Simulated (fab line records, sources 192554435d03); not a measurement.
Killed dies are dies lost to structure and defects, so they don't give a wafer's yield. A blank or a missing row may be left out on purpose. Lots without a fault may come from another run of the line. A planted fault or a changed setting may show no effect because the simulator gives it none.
Problem report in the 8D (eight disciplines) form, filled by code | flow n5_finfet | the parts of the form that need people (team, actions taken, sign-off) are left out

1. THE PROBLEM
barrier_field_endpoint_s at N5_BEOL_M7_CMP_52 reads a mean of 21.9 s on 3 wafers of 3 lots; wafers without a fault read 28.9 s with a standard deviation of 0.83. That is -8.4 standard deviations from the usual mean.
The step: polishes, stops on SiCOH lowk, t overpolish 6.9 s, target thk 80 nm.
First seen on wafer L739.5, day 12 13:28, on cmp-03. The record holds 12 wafers of 5 lots with a number at this step. Rule for "out", or "out of limits": more than 4 standard deviations from the usual mean. The other wafers with a number count as sound.

2. WHAT IT IS AND WHAT IT IS NOT
question                    | is                       | is not
which readings at this step | barrier_field_endpoint_s | motor_current_A
which lots                  | L737, L738, L739         | L735, L752
which wafers of those lots  | L737.5, L738.5, L739.5   | L737.4, L738.3, L739.3
read on which tools         | cmp-01, cmp-03           | -
when                        | from day 12 13:28        | up to then (4 sound wafers); but 5 sound wafers of L737, L738, L752 came after

3. SUSPECTS, AND WHAT RULES EACH OUT
Counting: a tool at a process step up to the reading stays a suspect if it ran every lot that is out. Sound lots after the first of them don't rule it out here, since some wafers of a struck lot are sound.
- pecvd-03 at N5_BEOL_M7_PECVD_70 (deposits SiO2 from TEOS/O2, target thk 20 nm, time 22.7 s): kept. It ran every lot that is out, first L739 (day 12 06:04); its last sound lot up to then is L735 (day 11 13:08).
Left after counting: pecvd-03 at N5_BEOL_M7_PECVD_70.

4. THE CAUSE (what the simulator had put in)
Process parameter drift: pecvd-03, from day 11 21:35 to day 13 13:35, at N5_BEOL_M7_PECVD_70. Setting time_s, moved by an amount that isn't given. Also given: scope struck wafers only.
Counting left only this tool.

5. THE CHAIN OF EFFECTS, in route order
Each row: a reading whose mean over the struck wafers that have a number lies more than 3 standard deviations from the usual. Only readings for which the record gives a usual standard deviation are gone through. hours: the time from each lot's start at the first step in this table that gives one to its start at this step, as a median over the lots. sigmas: the change in usual standard deviations.
hours | step              | reading                  | usual  | on struck wafers | change | sigmas
0     | N5_BEOL_M7_CMP_52 | barrier_field_endpoint_s | 28.9 s | 21.9             | -7.0   | -8.4
The process steps in it:
- N5_BEOL_M7_CMP_52: polishes, stops on SiCOH lowk, t overpolish 6.9 s, target thk 80 nm.
Readings that are blank on the struck wafers while sound wafers have them: pad_life_wafers at N5_BEOL_M7_CMP_52.

6. WHAT WOULD HAVE CAUGHT IT SOONER
In this record the first reading out of limits was taken at day 12 13:28, 16 hours after the fault began at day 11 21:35.
Of the tool readings at N5_BEOL_M7_PECVD_70 for which the record gives a usual standard deviation, none was out on any struck wafer, so an alarm limit of 4 standard deviations on them would not have fired.
Of the lots that are out (3), L737 began N5_BEOL_M7_PECVD_70 on pecvd-03 after day 12 13:28. A hold on the tool at that time would have spared it.
